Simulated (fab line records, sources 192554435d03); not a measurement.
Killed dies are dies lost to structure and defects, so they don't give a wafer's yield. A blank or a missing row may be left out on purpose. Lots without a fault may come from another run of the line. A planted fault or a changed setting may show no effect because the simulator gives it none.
A struck lot beside a sound one | flow n5_finfet | 25 steps out of a route of 1938
Sound: wafers L286.2, L286.3, L286.5. Struck: wafer L298.2. (L298.3 of the same lot was not struck and is left out.) The cause comes at the end.
At each step with rows: each side's tool, then ch and its chambers, then its first start. Under that, the readings that differ: sound wafers | struck wafers | difference of the means | sigmas: that difference in standard deviations of wafers without a fault.
alike: readings whose means differ by less than 2 such deviations, and words and numbers that are the same on both sides. not compared: withheld readings, readings that some wafer has no value for, bounds like >300 that may hide the same value, and numbers for which the record gives no deviation and whose values overlap.
The two part at a step that has a row with sigmas, a row that says differs or no value, or rows on one side only. Numbers that don't overlap but have no deviation are shown without sigmas and don't part them. A reading that every wafer of one side lacks parts them only if that side has two wafers or more.

first, 9 steps without rows for these wafers: N5_BEOL_M0_SAQP_EXPOSE_11 (exposes mask M0 CORE, target cd 42 nm); N5_BEOL_M0_SAQP_PEB_12 (peb time 60 s); N5_BEOL_M0_SAQP_DEVELOP_13 (develop time 30 s); N5_BEOL_M0_SAQP_DESCUM_19 (chemistry O2, time 7.9 s); N5_BEOL_M0_SAQP_ETCH_83 (etches SiARC in CF4, target depth 39 nm, time 65 s); N5_BEOL_M0_SAQP_ETCH_84 (etches SOC in N2/H2, target depth 100 nm, overetch 20 nm, time 150 s); N5_BEOL_M0_SAQP_STRIP_80 (strips in N2/H2); N5_BEOL_M0_SAQP_HM_OPEN_112 (chemistry CHF3/O2, target SiO2, stops on a-Si, target depth 12 nm, time 13.5 s); N5_BEOL_M0_SAQP_STRIP_113 (strips in CHF3/O2).
N5_BEOL_M0_SAQP_MANDREL_ETCH_20: etches a-Si in HBr/Cl2, stops on SiNx, target depth 60 nm, bt time 10 s, time 30 s.
  sound on rie_si-06 ch 1,2, day 6 05:37; struck on rie_si-06 ch 1, day 9 14:34
  reading                                         | sound             | struck | difference | sigmas
  oes_product_au (a.u.)                           | 0.784 0.762 0.765 | 0.685  | -0.085     | -7
  over_etch_frac                                  | 0.5 0.5 0.5       | 0.8477 | +0.3477    |
  model.SOC_of_BEOL_M0_SAQP_COAT_81.thk_nm (nm)   | 76.8 75 75.6      | 71.2   | -4.6       |
  model.SiNx_of_BEOL_M0_SAQP_PECVD_97.thk_nm (nm) | 17.8 18 18.6      | 15.2   | -2.9       |
  alike: HBr_flow_sccm, drypump_motor_current_A, mfc_cl2_sccm, throttle_valve_pct
  not compared: rf_hours_counter_h
then, 12 steps without rows for these wafers: N5_BEOL_M0_SAQP_STRIP_86 (strips in N2/H2); N5_BEOL_M0_SAQP_STRIP_115 (strips in post etch residue remover, time 60 s); N5_BEOL_M0_SAQP_SRD_93 (time 30 s); N5_BEOL_M0_SAQP_RECESS_114 (chemistry HF/NH3, target SiO2, target depth 14.4 nm, afs cycles 3, sublimation time 60 s); N5_BEOL_M0_SAQP_SPACER1_ALD_98 (deposits SiO2, target thk 12.8 nm, pulse time 1 s, purge time 2 s); N5_BEOL_M0_SAQP_SPACER1_ETCHBACK_99 (etches SiO2 in CHF3/O2, target depth 15.4 nm, time 7.7 s); N5_BEOL_M0_SAQP_MANDREL1_REMOVE_100 (chemistry HBr/Cl2/O2, target a-Si, stops on SiNx, bt time 10 s); N5_BEOL_M0_SAQP_ETCH_101 (etches SiNx in CH3F/O2, target depth 29.9 nm, time 42.7 s); N5_BEOL_M0_SAQP_ETCH_102 (etches SiO2 in CF4, target depth 4 nm, time 4.4 s); N5_BEOL_M0_SAQP_MANDREL_ETCH_103 (etches a-Si in HBr/Cl2, stops on SiCN, target depth 45 nm, bt time 10 s, time 27 s); N5_BEOL_M0_SAQP_RECESS_104 (chemistry HF/NH3, target SiO2, target depth 18 nm, afs cycles 3, sublimation time 60 s); N5_BEOL_M0_SAQP_COAT_105 (time 60 s, resist thk 100 nm).
N5_BEOL_M0_SAQP_ETCH_106: etches SOC in N2/H2, stops on SiNx, target depth 150 nm.
  sound on rie_diel-02 ch 0,1,3, day 6 07:53; struck on rie_diel-03 ch 2, day 9 16:34
  reading                                         | sound          | struck | difference | sigmas
  oes_product_au (a.u.)                           | 0.77 0.65 0.83 | 0.99   | +0.24      | +3
  model.SiNx_of_BEOL_M0_SAQP_PECVD_97.thk_nm (nm) | 15 15 15.6     | 12.2   | -3.0       |
  alike: drypump_motor_current_A, rf_vpp_V, showerhead_plenum_p_Torr, throttle_valve_pct
  not compared: rf_hours_counter_h
then, 1 step without rows for these wafers: N5_BEOL_M0_SAQP_ETCH_107 (etches SiNx in CH3F/O2, target depth 30 nm).
-- the record jumps here: 2 days lie between the struck wafers' starts before and after (it left off in module BEOL_M0_SAQP and takes up again in module BEOL_M4, whose first step shown is number 1111 of the route) --
N5_BEOL_M4_RC_MEAS_101:
  sound on prober-01 ch 0, day 9 06:04; struck on prober-01 ch 0, day 12 04:05
  alike: DIBL_N, DIBL_P, IOFF_N, IOFF_P, ION_N, ION_P, SS_N, SS_P, VT_N, VT_P

WHERE THEY PART
First at N5_BEOL_M0_SAQP_MANDREL_ETCH_20; last, within this record, at N5_BEOL_M0_SAQP_ETCH_106. Later steps at which nothing parts them and some readings are alike: N5_BEOL_M4_RC_MEAS_101.

WHY: what the simulator had put in
Process parameter drift: rie_si-06, from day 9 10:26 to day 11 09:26, at N5_BEOL_M0_SAQP_MANDREL_ETCH_20. Setting over_etch_frac, moved by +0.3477, from 0.5. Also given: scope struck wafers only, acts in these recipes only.
